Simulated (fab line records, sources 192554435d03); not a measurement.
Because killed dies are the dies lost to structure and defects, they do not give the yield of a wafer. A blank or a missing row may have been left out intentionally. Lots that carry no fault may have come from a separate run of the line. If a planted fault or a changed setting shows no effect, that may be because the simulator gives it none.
A single fault, viewed from 2 desks -- flow n5-finfet -- numbers are kept per desk, each desk with only its own; the story behind them comes last

## FOR THE TOOL OWNER'S DESK: cmp-03
The tool's own readings at N5_ILD0_CMP_07 (polishes SiO2 flowable, stops on poly-Si, t overpolish 1.18 s, target thk 138.88 nm): means of the sampled wafers that have a number, for each lot that ran on this tool. Any lot whose mean is over 4 standard deviations away from the usual mean is out of limits and marked OUT; that distance is given in the brackets.
Columns: A = motor-current-A at N5_ILD0_CMP_07, usual 13.0 A; B = slurry-filter-dp-kPa at N5_ILD0_CMP_07, usual 13.51 kPa
lot,first seen here,A,B
L623,day 3 22:32,14.3,13.39
L625,day 4 08:15,14.0,13.57
L629,day 5 09:28,13.1,13.52
L630,day 5 13:24,12.4,13.50
L631,day 5 19:42,13.4,13.53
L642,day 8 12:04,13.9,13.56
L644,day 9 03:16,13.1,13.43
Result from this desk: across the 7 lots, nothing is out of limits.

## THE METROLOGY DESK
What the gauges read, lot by lot, whatever tool the lot ran on: means of the sampled wafers that have a number. Any lot whose mean is over 4 standard deviations away from the usual mean is out of limits and marked OUT; that distance is given in the brackets.
Columns: A = TV_OVL at N5_PASSIVATION_OVL_MEAS_60, usual 1 nm
lot,first seen here,A
L623,day 12 22:40,-3
L625,day 13 03:30,-6
L624,day 13 10:27,5
L629,day 14 03:59,-4
L630,day 14 07:19,12
L631,day 14 19:59,-0
L637,day 16 02:37,-5
L635,day 16 05:17,6
L639,day 16 18:25,-3
L641,day 16 23:21,-4
L645,day 17 16:17,-0
L642,day 17 16:26,-5
L644,day 18 05:10,6
Result from this desk: across the 13 lots, nothing is out of limits.

## PUT TOGETHER
The tool owner's desk saw nothing out of limits.
Nothing out of limits was seen by the metrology desk.

## WHAT HAD BEEN PUT IN BY THE SIMULATOR
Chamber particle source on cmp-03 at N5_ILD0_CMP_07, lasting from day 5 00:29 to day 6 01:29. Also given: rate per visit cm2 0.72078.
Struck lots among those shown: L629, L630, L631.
